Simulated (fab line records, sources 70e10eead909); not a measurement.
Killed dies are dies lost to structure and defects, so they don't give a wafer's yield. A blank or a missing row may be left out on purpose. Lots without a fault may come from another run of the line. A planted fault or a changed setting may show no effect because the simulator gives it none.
Which tool did it? | flow nand_harc | 12 lots, 36 wafers sampled, at 6 steps of a route of 1302

WHAT THE GAUGES READ, wafer by wafer
NHARC_P_STI_CD_MEAS_16. Usual: cd_nm 199.0 nm, standard deviation 2.3.
lot  | measured     | on        | cd_nm (nm)        | flag
L192 | day 3 08:43  | cd_sem-01 | 199.1 196.0 199.1 |
L193 | day 3 17:40  | cd_sem-03 | 199.9 198.9 197.7 |
L194 | day 4 02:28  | cd_sem-02 | 199.1 199.9 198.4 |
L198 | day 5 18:41  | cd_sem-01 | 196.7 197.7 196.2 |
L199 | day 6 04:08  | cd_sem-01 | 197.6 201.5 199.2 |
L207 | day 9 14:54  | cd_sem-02 | 199.3 198.6 199.3 |
L208 | day 10 00:33 | cd_sem-02 | 200.2 196.3 201.7 |
L209 | day 10 07:03 | cd_sem-01 | 197.5 203.6 200.2 |
L211 | day 11 02:56 | cd_sem-01 | 198.2 195.6 201.7 |
L212 | day 11 15:06 | cd_sem-02 | 195.7 198.1 197.3 |
L213 | day 12 01:23 | cd_sem-02 | 196.7 194.9 194.5 |
L214 | day 12 09:34 | cd_sem-02 | 200.4 198.0 197.3 |

NHARC_P_GATE_CD_MEAS_91: target cd 2000 nm. Usual: cd_nm 2000.1 nm, standard deviation 1.5.
lot  | measured     | on        | cd_nm (nm)           | flag
L192 | day 6 03:47  | cd_sem-01 | 1999.4 1997.2 1998.5 |
L193 | day 6 11:43  | cd_sem-02 | 1998.7 1999.2 1999.4 |
L194 | day 6 18:32  | cd_sem-01 | 2001.3 2000.0 1999.9 |
L198 | day 8 18:00  | cd_sem-02 | - - -                | OFF
L199 | day 9 16:44  | cd_sem-01 | 2000.8 2001.6 2000.7 |
L207 | day 12 14:38 | cd_sem-02 | 1997.7 1998.8 1998.5 |
L208 | day 12 18:36 | cd_sem-01 | 1999.0 1998.4 2001.2 |
L209 | day 13 00:32 | cd_sem-03 | 2000.5 1999.5 1997.7 |
L211 | day 13 21:16 | cd_sem-03 | 2000.3 2001.8 2000.1 |
L212 | day 14 08:26 | cd_sem-03 | 1998.2 1999.0 2000.8 |
L213 | day 15 03:35 | cd_sem-01 | 2000.5 2000.6 2004.5 |
L214 | day 15 09:11 | cd_sem-02 | 2000.8 2001.8 2000.5 |

NHARC_END_SORT_01. Usual: killed_at_array 59, standard deviation 16; killed_at_other 0.8, standard deviation 1.1; killed_at_periphery 3.6, standard deviation 2.4; killed_dies 64, standard deviation 16; killed_open 3.4, standard deviation 1.8; killed_short 2.5, standard deviation 1.6.
lot  | measured     | on        | killed_at_array | killed_at_other | killed_at_periphery | killed_dies | killed_open | killed_short | flag
L198 | day 27 08:58 | prober-01 | 70 47 48        | 0 0 0           | 607 630 629         | 677 677 677 | 1 7 0       | 2 3 0        | OFF

WHICH TOOL RAN EACH LOT (tool, then ch and the chambers of the sampled wafers, then the start)
lot  | NHARC_P_GATE_DESCUM_61             | NHARC_P_GATE_EXPOSE_88            | NHARC_P_CONTACT_DEP_00
L192 | rie_diel-04 ch 1,2,3, day 6 02:13  | krf_scanner-02 ch 0, day 6 03:37  | pecvd-03 ch 0,1,2, no start
L193 | rie_diel-07 ch 1,2,3, day 6 10:10  | krf_scanner-04 ch 0, day 6 11:34  | pecvd-04 ch 0,2, day 6 15:26
L194 | rie_diel-04 ch 0,1, day 6 17:00    | krf_scanner-02 ch 0, day 6 18:22  | pecvd-04 ch 0,1, no start
L198 | rie_diel-12 ch 2,3, day 8 16:26    | krf_scanner-02 ch 0, day 8 17:51  | -
L199 | rie_diel-07 ch 0,1,2, day 9 15:09  | krf_scanner-04 ch 0, day 9 16:35  | pecvd-03 ch 0,1,2, no start
L207 | rie_diel-07 ch 0,1,2, day 12 13:05 | krf_scanner-02 ch 0, day 12 14:28 | pecvd-01 ch 1,2, no start
L208 | rie_diel-07 ch 0,3, day 12 17:03   | krf_scanner-03 ch 0, day 12 18:26 | pecvd-04 ch 0,2, no start
L209 | rie_diel-07 ch 0,1, day 12 22:59   | krf_scanner-04 ch 0, day 13 00:23 | pecvd-01 ch 0,1,2, no start
L211 | rie_diel-07 ch 1,2, day 13 19:40   | krf_scanner-03 ch 0, day 13 21:07 | pecvd-04 ch 0,1,2, no start
L212 | rie_diel-12 ch 0,2,3, day 14 06:53 | krf_scanner-02 ch 0, day 14 08:17 | pecvd-04 ch 0,2, no start
L213 | rie_diel-07 ch 1,2,3, day 15 02:02 | krf_scanner-03 ch 0, day 15 03:26 | pecvd-04 ch 0,2, no start
L214 | rie_diel-07 ch 0,1,2, day 15 07:40 | krf_scanner-04 ch 0, day 15 09:02 | pecvd-04 ch 0,1,2, no start
- NHARC_P_GATE_DESCUM_61: chemistry O2, time 3 s.
- NHARC_P_GATE_EXPOSE_88: exposes mask P HVN, target cd 2000 nm.
- NHARC_P_CONTACT_DEP_00: deposits SiO2, target thk 500 nm.

WHAT THE TOOLS THEMSELVES READ (means of the sampled wafers that have a number; where no wafer has one, the mark that the record gives instead)
NHARC_P_GATE_DESCUM_61. Usual: drypump_motor_current_A 5.6 A, standard deviation 0.35; o2_flow_sccm 200.0 sccm, standard deviation 0.58; oes_product_au 0.995 a.u., standard deviation 0.01; rf_vpp_V 57.6 V, standard deviation 0.89; showerhead_plenum_p_Torr 1.89 Torr, standard deviation 0.082; throttle_valve_pct 11.312 %, standard deviation 0.01.
lot  | tool        | drypump_motor_current_A (A) | o2_flow_sccm (sccm) | oes_product_au (a.u.) | rf_vpp_V (V) | showerhead_plenum_p_Torr (Torr) | throttle_valve_pct (%) | flag
L192 | rie_diel-04 | 5.5                         | 199.6               | 1.010                 | 58.6         | 1.95                            | 11.303                 |
L193 | rie_diel-07 | 5.6                         | 200.2               | 0.988                 | 58.6         | 1.90                            | 11.308                 |
L194 | rie_diel-04 | 5.9                         | 200.2               | 0.992                 | 57.8         | 2.02                            | 11.313                 |
L198 | rie_diel-12 | 5.6                         | 199.6               | 0.998                 | 56.9         | 1.83                            | 11.313                 |
L199 | rie_diel-07 | 5.6                         | 199.7               | 0.991                 | 56.5         | 1.90                            | 11.312                 |
L207 | rie_diel-07 | 5.6                         | 200.2               | 0.989                 | 57.7         | 1.90                            | 11.319                 |
L208 | rie_diel-07 | 5.8                         | 199.5               | 0.995                 | 57.0         | 1.78                            | 11.312                 |
L209 | rie_diel-07 | 5.4                         | 200.9               | 0.988                 | 57.5         | 1.90                            | 11.320                 |
L211 | rie_diel-07 | 5.6                         | 199.8               | 0.985                 | 56.8         | 1.96                            | 11.311                 |
L212 | rie_diel-12 | 5.3                         | 199.9               | 0.995                 | 58.8         | 1.88                            | 11.321                 |
L213 | rie_diel-07 | 5.7                         | 200.1               | 0.985                 | 57.3         | 1.90                            | 11.317                 |
L214 | rie_diel-07 | 5.6                         | 200.6               | 0.988                 | 58.3         | 1.90                            | 11.316                 |

NHARC_P_GATE_EXPOSE_88. Usual: reticle_temp_C 23.01 C, standard deviation 0.11; stage_vel_mm_s 499.94 mm/s, standard deviation 0.24.
lot  | tool           | reticle_temp_C (C) | stage_vel_mm_s (mm/s) | flag
L192 | krf_scanner-02 | 23.14              | 499.73                |
L193 | krf_scanner-04 | 23.01              | 499.67                |
L194 | krf_scanner-02 | 23.10              | 500.12                |
L198 | krf_scanner-02 | 22.96              | 499.76                |
L199 | krf_scanner-04 | 23.02              | 499.87                |
L207 | krf_scanner-02 | 23.08              | 500.08                |
L208 | krf_scanner-03 | 22.92              | 499.76                |
L209 | krf_scanner-04 | 22.96              | 500.06                |
L211 | krf_scanner-03 | 23.04              | 500.10                |
L212 | krf_scanner-02 | 23.01              | 500.17                |
L213 | krf_scanner-03 | 23.05              | 500.02                |
L214 | krf_scanner-04 | 23.17              | 499.87                |

NHARC_P_CONTACT_DEP_00. Usual: heater_power_w 605 W, standard deviation 90; rf_fwd_power_W 898.1 W, standard deviation 2.8; throttle_valve_pct 15.9 %, standard deviation 0.62.
lot  | tool     | heater_power_w (W) | rf_fwd_power_W (W) | throttle_valve_pct (%) | flag
L192 | pecvd-03 | 596                | 898.6              | 15.7                   |
L193 | pecvd-04 | 603                | 900.8              | 15.3                   |
L194 | pecvd-04 | 623                | 898.9              | 15.9                   |
L199 | pecvd-03 | 615                | 899.5              | 15.2                   |
L207 | pecvd-01 | 695                | 896.7              | 16.5                   |
L208 | pecvd-04 | 590                | 899.9              | 15.4                   |
L209 | pecvd-01 | 666                | 898.4              | 16.7                   |
L211 | pecvd-04 | 645                | 896.8              | 15.8                   |
L212 | pecvd-04 | 640                | 896.7              | 15.4                   |
L213 | pecvd-04 | 592                | 897.4              | 15.5                   |
L214 | pecvd-04 | 615                | 896.6              | 15.9                   |

THE ANSWER, worked out from the rows above alone
Rule: a lot is off if the mean of its wafers that have a number lies more than 3 standard deviations from the usual mean. A lot without any number at a reading at which 4 lots or more have one is off too. The other lots that the step has rows for count as sound. The gauges are gone through in route order, then the tools' own readings, and for those a lot's mean is taken as printed above. The first step at which some lot is off is used, and at that step the reading that is off furthest; a lot without a number counts as furthest.
Off: L198, at NHARC_P_GATE_CD_MEAS_91 (cd_nm). Without a number there: L198.
A tool fits if, at a process step before that reading, it ran every lot that is off, and no sound lot after the first of them. The gauges at NHARC_P_GATE_CD_MEAS_91 aren't tried: what is off there is off at NHARC_END_SORT_01 too, on other tools, and a gauge's error can't cause that. None of those tried fits.

WHAT THE SIMULATOR HAD PUT IN
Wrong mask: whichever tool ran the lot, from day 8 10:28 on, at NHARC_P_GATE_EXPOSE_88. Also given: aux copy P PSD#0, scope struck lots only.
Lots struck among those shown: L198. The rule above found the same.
